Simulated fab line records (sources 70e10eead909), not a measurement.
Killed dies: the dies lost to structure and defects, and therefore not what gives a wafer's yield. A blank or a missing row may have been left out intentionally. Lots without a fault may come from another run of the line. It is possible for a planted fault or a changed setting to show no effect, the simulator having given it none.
Which tool is to blame?	flow nand_harc	Sampling: 11 lots, 33 wafers, 6 of 1302 route steps

WHAT THE GAUGES SHOWED, per wafer
NHARC_P_GATE_CD_MEAS_11 targets a cd of 1640 nm.
lot	measured	on	cd_nm (nm)
L476	day 4 07:37	cd_sem-03	1640.9 1641.9 1641.1
L478	day 5 04:20	cd_sem-02	1638.9 1640.1 1640.8
L481	day 6 09:32	cd_sem-03	1639.8 1640.5 1641.3
L483	day 7 08:31	cd_sem-03	1637.3 1637.6 1636.5
L486	day 8 08:46	cd_sem-03	- - -
L487	day 8 22:15	cd_sem-02	1641.9 1641.0 1640.2
L490	day 10 12:54	cd_sem-03	1639.4 1638.8 1636.5
L496	day 12 14:02	cd_sem-01	1640.1 1640.4 1640.0
L497	day 13 05:34	cd_sem-02	1640.3 1639.9 1641.8
L498	day 13 13:03	cd_sem-01	1639.2 1641.2 1638.9
L499	day 13 21:09	cd_sem-03	1637.5 1640.3 1638.6

NHARC_END_SORT_01.
lot	measured	on	killed_at_array	killed_at_other	killed_at_periphery	killed_dies	killed_open	killed_short
L486	day 28 00:35	prober-02	46 62 62	1 1 2	630 614 613	677 677 677	1 3 5	2 5 2

WHAT TOOL EACH LOT RAN ON (gives the tool, then ch and the chambers of the sampled wafers, and finally the start)
lot	NHARC_P_STI_ETCH_42	NHARC_P_GATE_EXPOSE_08	NHARC_P_GATE_DEP_103	NHARC_P_GATE_ETCH_114
L476	rie_diel-13 ch 0,1,3, day 2 20:15	krf_scanner-04 ch 0, day 4 07:28	pecvd-01 ch 0,2, day 4 21:44	rie_diel-03 ch 0,2, no start
L478	rie_diel-13 ch 1,2,3, day 3 15:37	krf_scanner-01 ch 0, day 5 04:11	pecvd-03 ch 0,1,2, day 5 17:37	rie_diel-03 ch 2,3, no start
L481	rie_diel-02 ch 1,3, day 4 22:07	krf_scanner-01 ch 0, day 6 09:23	pecvd-02 ch 0,2, day 6 22:52	rie_diel-11 ch 0,2,3, no start
L483	rie_diel-13 ch 0,2,3, day 5 17:52	krf_scanner-04 ch 0, day 7 08:22	pecvd-02 ch 0,1,2, day 7 21:45	rie_diel-03 ch 1,2,3, no start
L486	rie_diel-13 ch 1,2, day 7 00:16	krf_scanner-04 ch 0, day 8 08:37	pecvd-02 ch 1,2, day 8 23:39	rie_diel-03 ch 1,2, day 28 00:35 or earlier
L487	rie_diel-13 ch 0,2, day 7 11:47	krf_scanner-04 ch 0, day 8 22:05	pecvd-02 ch 0,2, day 9 12:06	rie_diel-06 ch 0,2,3, no start
L490	rie_diel-13 ch 1,2, day 8 14:47	krf_scanner-03 ch 0, day 10 12:44	pecvd-03 ch 0,1, day 11 03:11	rie_diel-03 ch 0,1, no start
L496	rie_diel-13 ch 0,1,2, day 11 03:22	krf_scanner-04 ch 0, day 12 13:53	pecvd-01 ch 0,1,2, day 13 04:01	rie_diel-03 ch 1,2,3, no start
L497	rie_diel-13 ch 0,3, day 11 13:17	krf_scanner-01 ch 0, day 13 05:25	pecvd-02 ch 0,2, day 13 21:53	rie_diel-03 ch 0,1,2, no start
L498	rie_diel-12 ch 0,1,3, day 11 22:26	krf_scanner-01 ch 0, day 13 12:53	pecvd-02 ch 1,2, day 14 02:41	rie_diel-03 ch 0,1, no start
L499	rie_diel-02 ch 2,3, day 12 08:53	krf_scanner-04 ch 0, day 13 21:00	pecvd-02 ch 0,1, day 14 11:59	rie_diel-03 ch 2,3, no start
- NHARC_P_STI_ETCH_42: etches the open film in N2/H2, target depth 80 nm, overetch 24 nm, time 61 s.
- NHARC_P_GATE_EXPOSE_08: exposes mask P HV.
- NHARC_P_GATE_DEP_103: deposits SiON, target thk 30 nm.
- NHARC_P_GATE_ETCH_114: etches the open film in CF4/O2, target depth 30 nm, overetch 3 nm, time 16.5 s.

WHAT THE TOOLS THEMSELVES READ (means of the sampled wafers that have a number; where no wafer has one, the mark that the record gives instead)
NHARC_P_STI_ETCH_42.
lot	tool	chamber_pressure_mTorr (mTorr)	drypump_motor_current_A (A)	oes_product_au (a.u.)	rf_vpp_V (V)	showerhead_plenum_p_Torr (Torr)	throttle_valve_pct (%)
L476	rie_diel-13	29.998	6.28	1.001	432.6	2.11	14.168
L478	rie_diel-13	30.007	6.00	0.999	433.3	2.13	14.173
L481	rie_diel-02	30.015	6.29	1.003	435.2	2.18	14.173
L483	rie_diel-13	29.999	6.07	0.994	431.2	2.08	14.176
L486	rie_diel-13	29.984	6.13	0.997	432.2	2.11	14.178
L487	rie_diel-13	30.014	6.00	0.996	430.3	2.03	14.163
L490	rie_diel-13	30.002	5.94	1.002	432.0	2.08	14.173
L496	rie_diel-13	30.033	6.21	0.999	431.7	2.06	14.180
L497	rie_diel-13	30.003	6.34	1.011	431.3	2.06	14.176
L498	rie_diel-12	30.001	6.15	0.999	431.8	2.07	14.168
L499	rie_diel-02	29.994	6.09	0.994	435.5	2.18	14.177

NHARC_P_GATE_EXPOSE_08.
lot	tool	focus_offset_nm (nm)
L476	krf_scanner-04	0.0
L478	krf_scanner-01	0.5
L481	krf_scanner-01	-0.0
L483	krf_scanner-04	-0.3
L486	krf_scanner-04	-0.8
L487	krf_scanner-04	-0.1
L490	krf_scanner-03	0.6
L496	krf_scanner-04	0.0
L497	krf_scanner-01	0.0
L498	krf_scanner-01	0.3
L499	krf_scanner-04	-1.1

NHARC_P_GATE_DEP_103.
lot	tool	heater_power_w (W)
L476	pecvd-01	671
L478	pecvd-03	771
L481	pecvd-02	675
L483	pecvd-02	762
L486	pecvd-02	816
L487	pecvd-02	704
L490	pecvd-03	776
L496	pecvd-01	653
L497	pecvd-02	748
L498	pecvd-02	763
L499	pecvd-02	758

NHARC_P_GATE_ETCH_114.
lot	tool	chamber_pressure_mTorr (mTorr)	drypump_motor_current_A (A)	oes_product_au (a.u.)	rf_vpp_V (V)	showerhead_plenum_p_Torr (Torr)	throttle_valve_pct (%)
L476	rie_diel-03	30.019	5.9	0.995	199.4	1.40	13.398
L478	rie_diel-03	29.984	5.6	0.993	199.6	1.41	13.402
L481	rie_diel-11	30.019	5.9	0.994	198.4	1.38	13.403
L483	rie_diel-03	30.011	5.6	0.994	197.9	1.36	13.401
L486	rie_diel-03	29.994	6.0	1.004	198.8	1.36	13.400
L487	rie_diel-06	29.993	6.0	0.993	197.2	1.34	13.394
L490	rie_diel-03	30.002	5.6	1.001	198.1	1.34	13.402
L496	rie_diel-03	29.999	5.5	1.011	198.3	1.36	13.397
L497	rie_diel-03	29.983	5.8	1.001	197.8	1.35	13.398
L498	rie_diel-03	29.992	5.6	1.007	198.2	1.34	13.393
L499	rie_diel-03	29.989	5.2	1.008	199.6	1.41	13.391

THE ANSWER, worked out from the rows above alone
Rule: usual is defined by the lots themselves. Put in order of their means at a reading, lots are off if they are a third of the lots or fewer, leave a main group of 4 or more, and stand apart from it by a gap of 3 or more times the standard deviation of the main group's means; of several such gaps the widest counts. A main group whose means are all the same, to the digits that the tables above print for the reading, isn't used. A lot without any number at a reading at which 4 lots or more have one is off too. The other lots that the step has rows for count as sound. Order of review: gauges by route order, followed by the tools' own readings, for which a lot's mean as printed above is used. The first step at which some lot is off is used, and at that step the reading that is off furthest; a lot without a number counts as furthest.
Off, at NHARC_P_GATE_CD_MEAS_11 on cd_nm: L486. Without a number there: L486. For the main group the mean is 1639.8 nm and the standard deviation 1.3.
If a tool, at a process step before that reading, ran all the lots that are off and no sound lot after the first of them, it fits. Gauges at NHARC_P_GATE_CD_MEAS_11: tried the same way as those tools. None of those tried fits.

WHAT THE SIMULATOR PUT IN
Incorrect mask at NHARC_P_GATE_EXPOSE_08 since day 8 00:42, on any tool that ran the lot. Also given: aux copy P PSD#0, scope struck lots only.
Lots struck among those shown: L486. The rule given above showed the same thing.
